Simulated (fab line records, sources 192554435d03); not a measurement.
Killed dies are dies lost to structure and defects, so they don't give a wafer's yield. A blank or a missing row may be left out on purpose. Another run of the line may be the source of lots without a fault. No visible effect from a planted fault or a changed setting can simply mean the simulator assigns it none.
What tool caused it? || flow n5Finfet || Sampling: 9 lots, 25 wafers, 5 of 1938 route steps

## WHAT EACH GAUGE READ, for each wafer
N5_MOL_CONTACT_COAG_CD_MEAS_137: the cd target is 16 nm.
{"lot": "L701", "measured": "day 6 10:06", "on": "cdSem-03", "cdNm (nm)": "16.2 15.9 15.7"}
{"lot": "L702", "measured": "day 6 13:42", "on": "cdSem-02", "cdNm (nm)": "15.5 15.0 15.1"}
{"lot": "L703", "measured": "day 6 20:13", "on": "cdSem-03", "cdNm (nm)": "15.7 14.8"}
{"lot": "L704", "measured": "day 7 03:59", "on": "cdSem-02", "cdNm (nm)": "15.9 16.0"}
{"lot": "L712", "measured": "day 9 01:40", "on": "cdSem-02", "cdNm (nm)": "- - -"}
{"lot": "L713", "measured": "day 9 13:08", "on": "cdSem-01", "cdNm (nm)": "- - -"}
{"lot": "L717", "measured": "day 10 15:27", "on": "cdSem-03", "cdNm (nm)": "16.3 16.1 15.9"}
{"lot": "L718", "measured": "day 10 18:02", "on": "cdSem-03", "cdNm (nm)": "15.3 15.6 16.0"}
{"lot": "L719", "measured": "day 10 23:41", "on": "cdSem-01", "cdNm (nm)": "16.2 16.1 16.9"}

## TOOL THAT RAN EACH LOT (tool first, then ch and the chambers of the sampled wafers, then the start)
{"lot": "L701", "N5_MOL_CONTACT_COAG_SPUTTER_130": "pvdSputter-03, day 6 05:08", "N5_MOL_CONTACT_COAG_CMP_28": "cmp-02 ch 0,1,2, day 6 07:42", "N5_MOL_CONTACT_COAG_ETCHBACK_132": "rieDiel-03 ch 1,3, day 6 09:37", "N5_MOL_CONTACT_COAG_ETCH_91": "rieDiel-03 ch 1,3, day 6 09:38"}
{"lot": "L702", "N5_MOL_CONTACT_COAG_SPUTTER_130": "pvdSputter-03, day 6 09:01", "N5_MOL_CONTACT_COAG_CMP_28": "cmp-03 ch 0,2, day 6 11:38", "N5_MOL_CONTACT_COAG_ETCHBACK_132": "rieDiel-01 ch 0,3, day 6 13:13", "N5_MOL_CONTACT_COAG_ETCH_91": "rieDiel-01 ch 0,3, day 6 13:15"}
{"lot": "L703", "N5_MOL_CONTACT_COAG_SPUTTER_130": "pvdSputter-02, day 6 15:17", "N5_MOL_CONTACT_COAG_CMP_28": "cmp-02 ch 0,2, day 6 17:57", "N5_MOL_CONTACT_COAG_ETCHBACK_132": "rieDiel-01 ch 3, day 6 19:43", "N5_MOL_CONTACT_COAG_ETCH_91": "rieDiel-01 ch 3, day 6 19:46"}
{"lot": "L704", "N5_MOL_CONTACT_COAG_SPUTTER_130": "pvdSputter-02, day 6 21:55", "N5_MOL_CONTACT_COAG_CMP_28": "cmp-01 ch 0,1, day 7 01:27", "N5_MOL_CONTACT_COAG_ETCHBACK_132": "rieDiel-03 ch 0,2, day 7 03:29", "N5_MOL_CONTACT_COAG_ETCH_91": "rieDiel-03 ch 0,2, day 7 03:31"}
{"lot": "L712", "N5_MOL_CONTACT_COAG_SPUTTER_130": "pvdSputter-01, day 8 19:26", "N5_MOL_CONTACT_COAG_CMP_28": "cmp-03 ch 0,1, day 8 22:00", "N5_MOL_CONTACT_COAG_ETCHBACK_132": "rieDiel-02 ch 0,2,3, day 9 01:11", "N5_MOL_CONTACT_COAG_ETCH_91": "rieDiel-02 ch 0,2,3, day 9 01:13"}
{"lot": "L713", "N5_MOL_CONTACT_COAG_SPUTTER_130": "pvdSputter-03, day 9 07:24", "N5_MOL_CONTACT_COAG_CMP_28": "cmp-02 ch 1,2, day 9 10:01", "N5_MOL_CONTACT_COAG_ETCHBACK_132": "rieDiel-01 ch 2,3, day 9 12:38", "N5_MOL_CONTACT_COAG_ETCH_91": "rieDiel-01 ch 2,3, day 9 12:40"}
{"lot": "L717", "N5_MOL_CONTACT_COAG_SPUTTER_130": "pvdSputter-03, day 10 10:24", "N5_MOL_CONTACT_COAG_CMP_28": "cmp-03 ch 1,2, day 10 12:58", "N5_MOL_CONTACT_COAG_ETCHBACK_132": "rieDiel-02 ch 2,3, day 10 14:44", "N5_MOL_CONTACT_COAG_ETCH_91": "rieDiel-02 ch 2,3, day 10 14:46"}
{"lot": "L718", "N5_MOL_CONTACT_COAG_SPUTTER_130": "pvdSputter-03, day 10 13:12", "N5_MOL_CONTACT_COAG_CMP_28": "cmp-01 ch 0,1,3, day 10 15:53", "N5_MOL_CONTACT_COAG_ETCHBACK_132": "rieDiel-03 ch 0,2, day 10 17:31", "N5_MOL_CONTACT_COAG_ETCH_91": "rieDiel-03 ch 0,2, day 10 17:32"}
{"lot": "L719", "N5_MOL_CONTACT_COAG_SPUTTER_130": "pvdSputter-03, day 10 18:35", "N5_MOL_CONTACT_COAG_CMP_28": "cmp-02 ch 0,3, day 10 21:37", "N5_MOL_CONTACT_COAG_ETCHBACK_132": "rieDiel-02 ch 0,2,3, day 10 23:12", "N5_MOL_CONTACT_COAG_ETCH_91": "rieDiel-02 ch 0,2,3, day 10 23:14"}
- N5_MOL_CONTACT_COAG_SPUTTER_130: material Co, target thk 47.5 nm.
- N5_MOL_CONTACT_COAG_CMP_28: polishes, stops on SiNx, t overpolish 0.85 s, target thk 14.522 nm.
- N5_MOL_CONTACT_COAG_ETCHBACK_132: etches SiO2 in CHF3, target depth 10 nm, time 6.7 s.
- N5_MOL_CONTACT_COAG_ETCH_91: etches SOC in N2/H2, target depth 60 nm, overetch 21 nm, time 101.2 s.

## THE ANSWER, worked out from the rows above alone
Rule: usual is defined by the lots themselves. Put in order of their means at a reading, lots are off if they are a third of the lots or fewer, leave a main group of 4 or more, and stand apart from it by a gap of 3 or more times the standard deviation of the main group's means; of several such gaps the widest counts. A main group is skipped when, at the precision printed for the reading in the tables above, its means are all equal. A lot without any number at a reading at which 4 lots or more have one is off too. All remaining lots with rows at the step are treated as sound.
Off at N5_MOL_CONTACT_COAG_CD_MEAS_137 (cdNm): L712, L713. Without a number there: L712, L713. Mean 15.8 nm and standard deviation 0.41 in the main group.
A tool fits if, at a process step before that reading, it ran every lot that is off, and no sound lot after the first of them. The gauges at N5_MOL_CONTACT_COAG_CD_MEAS_137 are tried like those tools. Not one of the candidates tried fits.

## WHAT HAD BEEN PUT IN BY THE SIMULATOR
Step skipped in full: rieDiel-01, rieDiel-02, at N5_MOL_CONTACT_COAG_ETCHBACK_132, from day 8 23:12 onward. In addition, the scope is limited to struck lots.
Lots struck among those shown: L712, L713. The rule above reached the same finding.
